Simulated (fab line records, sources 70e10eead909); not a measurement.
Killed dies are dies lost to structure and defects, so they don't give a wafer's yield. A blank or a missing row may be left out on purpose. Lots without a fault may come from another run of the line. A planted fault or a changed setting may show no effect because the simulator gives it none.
One fault seen from 2 desks | flow nand_harc | each desk has only its own numbers; what lay behind them comes last

THE TOOL OWNER'S DESK: rie_diel-06
The tool's own readings at NHARC_A_BONDPAD_ETCH_12 (etches the open film in CHF3/O2, target depth 220 nm, time 110 s): means of the sampled wafers that have a number, for each lot that ran on this tool. A lot is out of limits, marked OUT, if its mean lies more than 4 standard deviations from the usual mean; the brackets give that distance.
Columns: A = drypump_motor_current_A at NHARC_A_BONDPAD_ETCH_12, usual 5.8 A; B = oes_product_au at NHARC_A_BONDPAD_ETCH_12, usual 0.944 a.u.; C = rf_fwd_power_W at NHARC_A_BONDPAD_ETCH_12, usual 496.9 W; D = rf_vpp_V at NHARC_A_BONDPAD_ETCH_12, usual 370.1 V; E = run_length_s at NHARC_A_BONDPAD_ETCH_12, usual 131.4 s; F = showerhead_plenum_p_Torr at NHARC_A_BONDPAD_ETCH_12, usual 2.38 Torr; G = throttle_valve_pct at NHARC_A_BONDPAD_ETCH_12, usual 20.572 %
lot  | first seen here | A   | B     | C     | D     | E               | F    | G
L512 | day 24 07:08    | 5.9 | 0.956 | 496.3 | 370.4 | 131.8           | 2.34 | 20.570
L520 | day 28 04:37    | 5.6 | 0.921 | 497.4 | 369.1 | 131.8           | 2.33 | 20.566
L524 | day 30 16:25    | 5.6 | 0.921 | 498.4 | 368.3 | 126.7 (-13) OUT | 2.33 | 20.575
L527 | day 30 20:24    | 5.5 | 0.960 | 495.1 | 368.8 | 126.7 (-13) OUT | 2.33 | 20.571
This desk's finding: out of limits on L524, L527; first on L524, day 30 16:25 (run_length_s at NHARC_A_BONDPAD_ETCH_12). In limits: L512, L520.

THE DEFECT DESK
What the inspections along the route counted, lot by lot: means of the sampled wafers that have a number. A lot is out of limits, marked OUT, if its mean lies more than 4 standard deviations from the usual mean; the brackets give that distance.
Columns: A = raw_defect_count at NHARC_A_M1_INSPECT_27, usual 538
lot  | first seen here | A
L508 | day 23 09:38    | 424
L510 | day 24 00:13    | 555
L512 | day 24 04:48    | 386
L513 | day 24 11:42    | 560
L515 | day 25 18:26    | 532
L516 | day 27 01:40    | 592
L520 | day 28 02:10    | 418
L518 | day 28 04:09    | 623
L521 | day 28 11:59    | 553
L524 | day 30 13:45    | 474
L527 | day 30 17:53    | 627
This desk's finding: nothing out of limits on any of the 11 lots.

PUT TOGETHER
The tool owner's desk could have raised an alarm at day 30 16:25, on L524, L527.
The defect desk saw nothing out of limits.
The defect desk has L524, L527 on record, within its limits.
Of the lots named, all ran NHARC_A_BONDPAD_ETCH_12 on rie_diel-06.

WHAT THE SIMULATOR HAD PUT IN
Process parameter drift: rie_diel-06, from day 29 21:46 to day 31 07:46, at NHARC_A_BONDPAD_ETCH_12. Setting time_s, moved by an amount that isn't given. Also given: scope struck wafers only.
Lots struck among those shown: L524, L527.
Hours from the fault's start to each desk's first reading out of limits: the tool owner's desk, 19.
